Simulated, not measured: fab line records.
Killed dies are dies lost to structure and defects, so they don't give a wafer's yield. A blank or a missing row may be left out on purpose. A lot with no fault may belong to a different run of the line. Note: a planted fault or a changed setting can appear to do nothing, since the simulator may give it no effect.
Matching of chambers :: flow n5 finfet :: N5_BEOL_M0_SAQP_MANDREL_ETCH_103 on rie si-05 has 4 sister chambers
The step etches a-Si in HBr/Cl2, stops on SiCN, target depth 45 nm, bt time 10 s, time 27 s. 16 wafers are shown with their chamber, then 8 later ones without.

== WAFERS, EACH WITH ITS CHAMBER ==
wafer: L078.1
chamber: 3
drypump motor current A (A): 5.3
throttle valve pct (%): 35.60
he backside leak sccm (sccm): 3.26

wafer: L078.2
chamber: 2
drypump motor current A (A): 5.9
throttle valve pct (%): 35.14
he backside leak sccm (sccm): 2.53

wafer: L078.3
chamber: 0
drypump motor current A (A): 5.8
throttle valve pct (%): 35.34
he backside leak sccm (sccm): 3.27

wafer: L085.2
chamber: 3
drypump motor current A (A): 5.4
throttle valve pct (%): 35.56
he backside leak sccm (sccm): 3.30

wafer: L085.3
chamber: 2
drypump motor current A (A): 5.9
throttle valve pct (%): 35.15
he backside leak sccm (sccm): 2.62

wafer: L085.6
chamber: 1
drypump motor current A (A): 5.4
throttle valve pct (%): 35.07
he backside leak sccm (sccm): 2.68

wafer: L091.3
chamber: 3
drypump motor current A (A): 5.3
throttle valve pct (%): 35.53
he backside leak sccm (sccm): 2.90

wafer: L091.4
chamber: 3
drypump motor current A (A): 5.3
throttle valve pct (%): 35.54
he backside leak sccm (sccm): 3.10

wafer: L091.6
chamber: 0
drypump motor current A (A): 5.8
throttle valve pct (%): 35.31
he backside leak sccm (sccm): 3.25

wafer: L092.4
chamber: 2
drypump motor current A (A): 5.9
throttle valve pct (%): 35.17
he backside leak sccm (sccm): 2.49

wafer: L092.5
chamber: 3
drypump motor current A (A): 5.4
throttle valve pct (%): 35.56
he backside leak sccm (sccm): 3.19

wafer: L092.6
chamber: 0
drypump motor current A (A): 5.8
throttle valve pct (%): 35.31
he backside leak sccm (sccm): 3.13

wafer: L093.1
chamber: 0
drypump motor current A (A): 5.9
throttle valve pct (%): 35.32
he backside leak sccm (sccm): 2.91

wafer: L093.2
chamber: 2
drypump motor current A (A): 5.9
throttle valve pct (%): 35.19
he backside leak sccm (sccm): 2.49

wafer: L093.4
chamber: 1
drypump motor current A (A): 5.4
throttle valve pct (%): 35.14
he backside leak sccm (sccm): 2.80

wafer: L094.1
chamber: 0
drypump motor current A (A): 5.9
throttle valve pct (%): 35.32
he backside leak sccm (sccm): 3.14

SIGNATURES (averages over the wafers above)
reading: drypump motor current A
chamber 0: 5.840
chamber 1: 5.400
chamber 2: 5.900
chamber 3: 5.340
scatter within a chamber: 0.0447

reading: throttle valve pct
chamber 0: 35.3200
chamber 1: 35.1050
chamber 2: 35.1625
chamber 3: 35.5580
scatter within a chamber: 0.0248

reading: he backside leak sccm
chamber 0: 3.1400
chamber 1: 2.7400
chamber 2: 2.5325
chamber 3: 3.1500
scatter within a chamber: 0.13
Rule: distance of a wafer from a chamber = root of the sum over the readings of ((wafer's reading minus chamber's mean) / reading's scatter) squared. If the next closest chamber is less than 2 further off than the closest, the wafer can't be placed; otherwise it belongs to the closest. The scatter is the square root of a quotient: the sum, over the shown wafers, of each reading's squared deviation from its chamber's mean, divided by wafers minus chambers.

== WAFERS MISSING THEIR CHAMBER ==
wafer: L094.2
drypump motor current A (A): 5.4
throttle valve pct (%): 35.14
he backside leak sccm (sccm): 2.83

wafer: L094.3
drypump motor current A (A): 5.9
throttle valve pct (%): 35.15
he backside leak sccm (sccm): 2.56

wafer: L095.1
drypump motor current A (A): 5.9
throttle valve pct (%): 35.17
he backside leak sccm (sccm): 2.43

wafer: L095.4
drypump motor current A (A): 5.8
throttle valve pct (%): 35.34
he backside leak sccm (sccm): 3.17

wafer: L095.5
drypump motor current A (A): 5.4
throttle valve pct (%): 35.55
he backside leak sccm (sccm): 3.33

wafer: L096.3
drypump motor current A (A): 5.9
throttle valve pct (%): 35.15
he backside leak sccm (sccm): 2.48

wafer: L096.5
drypump motor current A (A): 5.4
throttle valve pct (%): 35.12
he backside leak sccm (sccm): 2.65

wafer: L096.6
drypump motor current A (A): 5.8
throttle valve pct (%): 35.16
he backside leak sccm (sccm): 2.42

== THE CHAMBER EACH PASSED THROUGH ==
wafer: L094.2
from the rows above: 1
in truth: 1

wafer: L094.3
from the rows above: 2
in truth: 2

wafer: L095.1
from the rows above: 2
in truth: 2

wafer: L095.4
from the rows above: 0
in truth: 0

wafer: L095.5
from the rows above: 3
in truth: 3

wafer: L096.3
from the rows above: 2
in truth: 2

wafer: L096.5
from the rows above: 1
in truth: 1

wafer: L096.6
from the rows above: 2
in truth: 2
8 of 8 placed correctly. From these rows, 0 cannot be placed. 0 placed wrongly.
